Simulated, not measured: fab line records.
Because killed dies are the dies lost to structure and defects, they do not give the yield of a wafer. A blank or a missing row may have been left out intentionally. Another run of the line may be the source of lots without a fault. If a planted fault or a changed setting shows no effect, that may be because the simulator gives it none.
Lot-split experiment -- flow n5Finfet -- on a route of 1938 steps: 7 lots, 21 wafers read

ABOUT THE SPLIT
At N5_BEOL_M8_EXPOSE_25 (exposes mask V7, target cd 40 nm), the setting doseMj was moved away from the recipe's 42.5 on 5 of the 21 wafers read, by -6.1% to +6.2%. All remaining wafers had this setting at the recipe value.

FROM THE SPLIT TO THE READING: what the file shows between them, 2 steps
- N5_BEOL_M8_PEB_26: peb time 60 s
- N5_BEOL_M8_DEVELOP_27: develop time 30 s

THE READING
Shown in nm: cdNm at N5_BEOL_M8_CD_MEAS_28, with target cd 40 nm. Fault-free wafers of this fab line usually give 40.10 nm, standard deviation 0.22 nm.

wafer,"tool, chamber at the split",doseMj as run,against the recipe,"cdNm, nm",against lot-mates on the recipe
L075.1,"euvScanner-02, 0",45.12,+6.2%,41.69,+1.81
L075.3,"euvScanner-02, 0",42.5,recipe,39.88,-
L075.6,"euvScanner-02, 0",45.12,+6.2%,41.78,+1.90
L077.1,"euvScanner-02, 0",39.92,-6.1%,39.19,-1.04
L077.2,"euvScanner-02, 0",42.5,recipe,40.23,-
L077.5,"euvScanner-02, 0",42.5,recipe,40.23,-
L080.4,"euvScanner-02, 0",42.5,recipe,39.88,-
L080.5,"euvScanner-02, 0",42.5,recipe,40.43,-
L080.6,"euvScanner-02, 0",42.5,recipe,40.19,-
L082.1,"euvScanner-02, 0",43.93,+3.4%,40.64,+0.43
L082.2,"euvScanner-02, 0",43.93,+3.4%,40.90,+0.69
L082.4,"euvScanner-02, 0",42.5,recipe,40.21,-
L083.1,"euvScanner-01, 0",42.5,recipe,40.04,-
L083.4,"euvScanner-01, 0",42.5,recipe,40.07,-
L083.6,"euvScanner-01, 0",42.5,recipe,39.85,-
L093.1,"euvScanner-01, 0",42.5,recipe,40.03,-
L093.3,"euvScanner-01, 0",42.5,recipe,40.33,-
L093.6,"euvScanner-01, 0",42.5,recipe,39.77,-
L097.2,"euvScanner-01, 0",42.5,recipe,39.87,-
L097.3,"euvScanner-01, 0",42.5,recipe,39.91,-
L097.4,"euvScanner-01, 0",42.5,recipe,39.64,-

THE FIT
A straight line over all 21 wafers: cdNm changes by +0.224 nm for each +1% of doseMj; r = +0.92; the points scatter about the line by 0.25 nm.
The same after taking each lot's own level away (the mean of its wafers on the recipe; 21 wafers): +0.24 nm for each +1%; r = +0.94; scatter 0.23 nm.
The reading moves by 1.5 nm for the largest change in doseMj, on that fit.
Across the lots, their own levels run from 39.807 to 40.230 nm, a range of 1.9 times the standard deviation given above.
So the lot-to-lot level changes the slope little: the two slopes agree.
Check: +1.39 nm against its lot-mates is what the line predicts for one of the wafers moved furthest among these (+6.2%) when that wafer is left out of the fit. Against them it came out at +1.81 nm.

OTHER SPLITS APPLIED TO THESE WAFERS
These wafers also went through other splits before the reading. Each is held against what the fit with the lots' levels taken away leaves over:
other split on the same wafers,wafers away from the commonest value,r with cdNm (lot level and that fit taken away)
N5_BEOL_M7_DESCUM_33 timeS,9,-0.06
N5_BEOL_M7_ETCH_41 sourceW,9,+0.25
N5_BEOL_M8_COAT_22 spinRpm,10,+0.04

THE WHOLE CHAIN: every reading that the file lists as answering this split, in the file's order
step,what it does,reading,change (the file's fit),r (the file's)
N5_BEOL_M8_CD_MEAS_28,target cd 40 nm,cdNm,+0.227 nm for each +1% of the setting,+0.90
N5_BEOL_M8_DESCUM_33,"chemistry O2, time 7 s","BEOL_M8.cdNm (the simulator's own value, which no gauge read)",+0.215 nm for each +1% of the setting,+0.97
N5_BEOL_M8_ETCH_72,"etches underlayer in N2/H2, target depth 6.5 nm, time 5.2 s","BEOL_M8.cdNm (the simulator's own value, which no gauge read)",+0.226 nm for each +1% of the setting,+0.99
N5_BEOL_M8_ETCH_65,"etches SiARC in CF4, target depth 15.6 nm, time 26 s","BEOL_M8.cdNm (the simulator's own value, which no gauge read)",+0.216 nm for each +1% of the setting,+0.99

THE FILE'S OWN FIT
cdNm changes by +0.227 nm for each +1% of doseMj, r = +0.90.
